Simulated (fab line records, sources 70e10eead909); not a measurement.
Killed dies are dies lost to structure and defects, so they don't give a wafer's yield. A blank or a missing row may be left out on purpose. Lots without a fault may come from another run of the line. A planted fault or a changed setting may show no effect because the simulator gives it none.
fab line records | flow nand_harc | part 2 of 2: steps 32 to 39 of 39
record lots=5 wafers=15 last_day=33
route steps=1302 shown A_BONDPAD@1229 HYBRID_BOND@1237 THIN_TSV@1244
lots that met no fault: from a run of the same line without faults
start_h: hours from the record's first day to the start of the lot's first wafer shown | wait_h: hours since the lot's step before | " the same as in the row above | L1.1+2: a row that stands for several wafers | - no value, or no start given | * or withheld: withheld | < > ~ a bound
route shown NAME@n: a module of which the file shows steps, and the number in the route of the first | usual: mean/standard deviation of fault-free wafers | same: alike in all rows | chamber/n: place in a boat | sites: the reading at each site | _std_site: their standard deviation | _edge_site: outer sites' mean less inner sites' | radius_mm: how far each site lies from the wafer's centre | mask NAME#n: copy n | behind: the tool/chamber that last shaped the wafer | hold: why the lot was held/for how many hours/how that ended | device: the transistor (n, p or np) that didn't switch | end of line: the same wafers' tests at the end of the route | a step without rows: its recipe alone | killed: dies lost to structure and defects at the first sort, not the wafer's yield | map: a wafer's dies, x killed, . not, _ none there
set.NAME: the setting as run; set.NAME@STEP: as run at that earlier step | model.NAME: the simulator's own value behind a step, which no gauge read
lots at some steps of the route; a table a step, a row a wafer
services: from which hour (start_h, from the record's first day; less than 0 if before it) a tool's chamber was out of use, for how many hours, and why
## steps
# step NHARC_THIN_TSV_ETCH_44
# recipe target_depth_a=15942 time_s=797.1 cf4_flow_sccm=150 o2_flow_sccm=10 ar_flow_sccm=0 rf_w=300 bias_w=800 chemistry=CF4/O2
# usual bias_w=799.8/2.6 cf4_flow_sccm=150.0/0.45 drypump_motor_current_A=5.8/0.53 oes_product_au=1.001/0.0099 rf_vpp_V=795/3.9 showerhead_plenum_p_Torr=1.84/0.062 throttle_valve_pct=16.915/0.01
# columns lot.wafer tool chamber start_h wait_h bias_w cf4_flow_sccm drypump_motor_current_A oes_product_au rf_hours_counter_h rf_vpp_V showerhead_plenum_p_Torr throttle_valve_pct
L078.2 rie_diel-10 1 577.78 0.1 802.5 150.8 5.1 1.021 9 789 1.74 16.904
L078.4 " 3 " " 798.9 149.4 5.1 0.991 10 786 1.72 16.909
L078.6 " 2 " " 798.4 149.9 5.2 1.014 - 798 1.90 16.922
L082.2 rie_diel-10 2 618.55 0.1 808.7 150.6 5.2 1.003 1 799 1.90 16.925
L082.3 " 0 " " 803.7 149.8 5.0 1.009 0 794 1.81 16.941
L082.5 " 2 " " 802.1 150.4 5.2 1.004 - 798 1.90 16.901
L080.2 rie_diel-11 2 624.82 0.1 802.1 149.6 6.5 1.004 0 796 1.89 16.910
L080.4 " 0 " " 800.2 150.1 5.5 1.000 1 795 1.82 16.937
L080.6 " 1 " " 799.4 150.2 6.8 1.008 - 800 1.90 16.914
L091.2 rie_diel-11 1 719.03 0.2 802.2 149.9 6.8 1.018 5 799 1.90 16.921
L091.1 " 2 " " 804.1 149.4 6.5 1.002 6 798 1.89 16.927
L091.5 " 3 " " 797.6 150.0 6.4 0.998 - 791 1.78 16.909
L096.3 rie_diel-09 2 767.01 0.1 800.4 150.2 5.9 0.997 5 799 1.92 16.913
L096.4 " 0 " " 796.9 149.6 5.7 0.987 4 799 1.90 16.929
L096.5 " 2 " " 799.5 150.6 5.9 0.996 - 800 1.92 16.921
# step NHARC_THIN_TSV_ETCH_15
# recipe target_depth_a=30000 bosch_target_overetch_cycles=2 bosch_etch_step_s=2.8 bosch_dep_step_s=1.2 bosch_cycles=14
# usual drypump_motor_current_A=5.6/0.33
# same bosch_cycles=14
# columns lot.wafer tool chamber start_h wait_h drypump_motor_current_A rf_hours_counter_h
L078.4 rie_si-06 3 578.35 - 5.7 0.8
L078.2 " 0 " " 5.1 0.6
L078.6 " 3 " " 5.6 -
L082.3 rie_si-06 1 619.08 - 6.2 0.0
L082.2 " 2 " " 5.3 0.0
L082.5 " 1 " " 6.2 -
L080.4 rie_si-04 0 625.33 - 4.9 0.6
L080.2 " 3 " " 5.8 0.7
L080.6 " 1 " " 5.3 -
L091.2 rie_si-04 2 719.51 - 5.3 0.1
L091.1 " 3 " " 5.8 0.1
L091.5 " 1 " " 5.3 -
L096.3 rie_si-03 3 767.61 - 6.0 0.1
L096.4 " 0 " " 5.7 0.1
L096.5 " 1 " " 5.6 -
# step NHARC_THIN_TSV_CD_MEAS_16
# usual cd_nm=1000.0/2
# columns lot.wafer tool chamber start_h wait_h cd_nm
L078.2 cd_sem-03 - 578.49 0.1 998.2
L078.4 " - " " 1000.0
L078.6 " - " " 999.1
L082.2 cd_sem-03 - 619.21 0.1 1000.3
L082.3 " - " " 1000.4
L082.5 " - " " 997.3
L080.2 cd_sem-03 - 625.48 0.1 1000.2
L080.4 " - " " 997.9
L080.6 " - " " 1001.1
L091.1 cd_sem-02 - 719.63 0.1 998.0
L091.2 " - " " 998.8
L091.5 " - " " 996.7
L096.3 cd_sem-02 - 767.74 0.1 998.9
L096.4 " - " " 1004.7
L096.5 " - " " 998.6
# step NHARC_THIN_TSV_STRIP_45
# recipe power_w=1500 temp_c=250 chemistry=O2
# usual drypump_motor_current_A=5.2/0.3 heater_power_w=334/44
# columns lot.wafer tool chamber start_h wait_h drypump_motor_current_A heater_power_w rf_hours_counter_h
L078.2 plasma_asher-02 1 578.57 0.1 4.8 383 28
L078.4 " 1 " " 4.8 383 -
L078.6 " 0 " " 5.2 354 -
L082.2 plasma_asher-01 0 619.33 0.1 5.6 358 20
L082.3 " 1 " " 5.5 259 -
L082.5 " 1 " " 5.5 261 -
L080.2 plasma_asher-02 0 625.55 0.1 5.2 324 3
L080.4 " 0 " " 5.2 324 -
L080.6 " 0 " " 5.2 326 -
L091.1 plasma_asher-02 0 719.70 0.1 5.2 332 25
L091.2 " 1 " " 4.8 377 25
L091.5 " 0 " " 5.2 326 -
L096.3 plasma_asher-02 0 767.90 0.2 5.3 325 -
L096.4 " 1 " " 4.8 388 -
L096.5 " 1 " " 4.8 379 -
# step NHARC_THIN_TSV_STRIP_46
# recipe time_s=1200 temp_c=72.5 chemistry=post_etch_residue_remover
# columns lot.wafer tool chamber start_h wait_h
L078.2+6+4 wet_bench-10 2,3,5 578.91 0.3
L082.5+2+3 wet_bench-08 5,7,0 619.64 0.1
L080.6+2+4 wet_bench-10 4,6,1 625.90 0.1
L091.1+2+5 wet_bench-08 6,1,2 720.05 0.3
L096.4+5+3 wet_bench-10 4,5,6 768.15 0.2
# step NHARC_THIN_TSV_DEP_47
# recipe target_thk_a=2000 temp_c=withheld pressure_torr=6.5 rf_w=900 teos_flow_sccm=161.4 flow_sccm=2650 target_thk_nm=200 gas=O2 material=SiO2
# usual flow_sccm=2650/8.4 throttle_valve_pct=16.1/0.39
# columns lot.wafer tool chamber start_h wait_h flow_sccm throttle_valve_pct
L078.2 pecvd-01 2 579.36 - 2627 16.0
L078.4 " 0 " " 2645 16.4
L078.6 " 1 " " 2647 16.4
L082.2 pecvd-01 2 620.08 - 2649 15.7
L082.3 " 1 " " 2650 16.4
L082.5 " 0 " " 2651 16.2
L080.2 pecvd-01 2 626.40 - 2640 16.0
L080.4 " 1 " " 2657 16.6
L080.6 " 0 " " 2662 16.3
L091.1 pecvd-03 2 720.50 - 2664 15.9
L091.2 " 1 " " 2652 16.5
L091.5 " 2 " " 2636 15.8
L096.3 pecvd-01 2 768.77 - 2654 16.1
L096.5 " 0 " " 2657 16.2
L096.4 " 1 " " 2647 15.9
# step NHARC_THIN_TSV_ETCHBACK_48
# recipe target_depth_a=10285 over_etch_frac=0.3 time_s=405.17 ion_energy_ev=250 c4f8_flow_sccm=withheld ar_flow_sccm=withheld rf_w=600 bias_w=300 chemistry=C4F8/Ar
# usual bias_w=300.0/0.86 oes_product_au=0.95/0.033 rf_vpp_V=547/3.1
# same over_etch_frac=0.3
# columns lot.wafer tool chamber start_h wait_h bias_w oes_product_au rf_hours_counter_h rf_vpp_V
L078.2 rie_diel-10 2 579.77 - 300.5 0.92 9.1 549
L078.4 " 3 " " 299.7 0.91 9.7 542
L078.6 " 3 " " 300.4 0.92 - 542
L082.2 rie_diel-09 2 620.52 - 298.1 1.00 4.8 551
L082.3 " 0 " " 300.7 1.00 5.2 550
L082.5 " 2 " " 298.4 1.00 - 552
L080.2 rie_diel-11 1 626.76 - 299.6 0.98 0.9 550
L080.4 " 3 " " 299.4 0.97 0.8 544
L080.6 " 2 " " 300.7 0.97 - 551
L091.2 rie_diel-10 3 720.95 - 300.1 0.98 6.6 544
L091.1 " 0 " " 300.0 1.00 6.7 547
L091.5 " 0 " " 300.5 1.01 - 545
L096.4 rie_diel-09 1 769.08 - 300.4 0.99 4.4 547
L096.3 " 0 " " 299.4 0.97 4.5 551
L096.5 " 1 " " 301.6 0.99 - 548
# step NHARC_THIN_TSV_STRIP_62
# recipe power_w=1500 temp_c=250 time_s=20 chemistry=N2/H2
# usual drypump_motor_current_A=5.29/0.29 heater_power_w=330/45
# columns lot.wafer tool chamber start_h wait_h drypump_motor_current_A heater_power_w rf_hours_counter_h
L078.2 plasma_asher-01 1 580.12 - 5.44 261 11
L078.4 " 1 " " 5.45 261 -
L078.6 " 0 " " 5.56 361 -
L082.2 plasma_asher-02 1 620.86 - 4.77 362 3
L082.3 " 1 " " 4.77 375 -
L082.5 " 1 " " 4.79 379 -
L080.2 plasma_asher-01 1 627.14 - 5.45 263 21
L080.4 " 1 " " 5.45 273 -
L080.6 " 1 " " 5.45 259 -
L091.1 plasma_asher-01 0 721.34 - 5.54 365 3
L091.2 " 1 " " 5.46 272 3
L091.5 " 1 " " 5.46 271 -
L096.4 plasma_asher-01 0 769.48 - 5.56 377 -
L096.3 " 1 " " 5.45 273 -
L096.5 " 0 " " 5.57 372 -
## services
# columns tool chamber start_h hours kind
plasma_asher-02 - 541.46 3.6 repair
pecvd-03 - 547.00 13.0 pm
litho_track-02 - 577.00 7.0 pm
rie_diel-09 0 589.79 1.5 repair
litho_track-07 - 601.00 7.0 pm
plasma_asher-02 - 603.43 9.0 pm
rie_diel-11 - 609.50 9.0 pm
rie_diel-09 - 618.97 0.8 repair
rie_diel-10 2 641.59 12.1 repair
wet_bench-08 - 646.40 8.0 pm
litho_track-05 - 649.00 7.0 pm
rie_diel-09 - 658.58 1.9 repair
wet_bench-10 - 663.20 8.0 pm
rie_diel-09 1 664.22 12.5 repair
plasma_asher-01 - 672.67 0.4 repair
pecvd-01 - 673.00 13.0 pm
plasma_asher-01 - 697.65 9.0 pm
rie_diel-10 1 715.74 32.8 repair
wafer_bonder-01 - 736.00 8.0 pm
grinder-01 - 736.71 8.0 pm
pecvd-01 - 749.80 1.5 repair
litho_track-02 - 752.00 7.0 pm
pecvd-01 0 763.97 3.9 repair
rie_diel-10 2 765.29 3.4 repair
